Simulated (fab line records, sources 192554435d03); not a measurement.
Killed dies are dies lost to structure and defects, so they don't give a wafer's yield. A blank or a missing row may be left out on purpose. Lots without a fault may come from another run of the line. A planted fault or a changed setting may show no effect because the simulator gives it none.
Chamber matching | flow n5_finfet | N5_GATE_CUT_ETCH_28 on rie_diel-03: 4 sister chambers
The step etches underlayer in N2/H2, target depth 13 nm, time 10.4 s. 22 wafers are shown with their chamber, then 11 later ones without.

WAFERS WITH THEIR CHAMBER
wafer  | chamber | drypump_motor_current_A (A) | showerhead_plenum_p_Torr (Torr) | throttle_valve_pct (%)
L075.3 | 0       | 5.9                         | 2.56                            | 18.05
L075.5 | 1       | 6.1                         | 2.52                            | 17.84
L075.6 | 2       | 5.1                         | 2.43                            | 17.54
L078.1 | 0       | 5.9                         | 2.56                            | 18.05
L078.3 | 2       | 5.1                         | 2.43                            | 17.54
L078.6 | 2       | 5.1                         | 2.43                            | 17.55
L079.3 | 3       | 5.4                         | 2.62                            | 17.91
L079.5 | 2       | 5.0                         | 2.43                            | 17.55
L079.6 | 3       | 5.4                         | 2.62                            | 17.91
L080.1 | 0       | 5.9                         | 2.55                            | 18.05
L080.4 | 1       | 6.1                         | 2.52                            | 17.85
L080.5 | 2       | 5.1                         | 2.43                            | 17.55
L081.2 | 1       | 6.1                         | 2.52                            | 17.87
L081.4 | 3       | 5.4                         | 2.62                            | 17.90
L081.6 | 2       | 5.1                         | 2.42                            | 17.55
L083.4 | 0       | 5.9                         | 2.55                            | 18.08
L083.5 | 0       | 5.9                         | 2.55                            | 18.08
L083.6 | 3       | 5.4                         | 2.62                            | 17.91
L090.1 | 2       | 5.1                         | 2.42                            | 17.58
L090.4 | 1       | 6.1                         | 2.51                            | 17.88
L090.6 | 1       | 6.1                         | 2.51                            | 17.88
L091.1 | 3       | 5.4                         | 2.61                            | 17.92

SIGNATURES (means of the wafers above)
reading                  | chamber 0 | chamber 1 | chamber 2 | chamber 3 | scatter within a chamber
drypump_motor_current_A  | 5.900     | 6.100     | 5.086     | 5.400     | 0.0218
showerhead_plenum_p_Torr | 2.5540    | 2.5160    | 2.4271    | 2.6180    | 0.00507
throttle_valve_pct       | 18.0620   | 17.8640   | 17.5514   | 17.9100   | 0.0143
Rule: a wafer's distance from a chamber is the root of the sum, over the readings, of the square of ((its reading less the chamber's mean) divided by the reading's scatter). The wafer belongs to the nearest chamber; if the next one is less than 2 further off, it can't be placed. The scatter: the root of (the sum of the squares of (reading less its chamber's mean) over the shown wafers, divided by (wafers less chambers)).

WAFERS WITHOUT THEIR CHAMBER
wafer  | drypump_motor_current_A (A) | showerhead_plenum_p_Torr (Torr) | throttle_valve_pct (%)
L091.3 | 6.1                         | 2.51                            | 17.88
L091.4 | 5.4                         | 2.61                            | 17.94
L092.2 | 5.4                         | 2.61                            | 17.95
L092.4 | 5.1                         | 2.42                            | 17.57
L092.6 | 6.1                         | 2.51                            | 17.87
L094.2 | 5.9                         | 2.55                            | 18.09
L094.3 | 6.1                         | 2.51                            | 17.89
L094.5 | 6.1                         | 2.51                            | 17.90
L097.2 | 5.1                         | 2.41                            | 17.60
L097.3 | 5.4                         | 2.61                            | 17.96
L097.6 | 6.1                         | 2.50                            | 17.92

WHICH CHAMBER EACH WENT THROUGH
wafer  | from the rows above | in truth
L091.3 | 1                   | 1
L091.4 | 3                   | 3
L092.2 | 3                   | 3
L092.4 | 2                   | 2
L092.6 | 1                   | 1
L094.2 | 0                   | 0
L094.3 | 1                   | 1
L094.5 | 1                   | 1
L097.2 | 2                   | 2
L097.3 | 3                   | 3
L097.6 | 1                   | 1
Placed correctly: 11 of 11. Can't be placed from these rows: 0. Placed wrongly: 0.
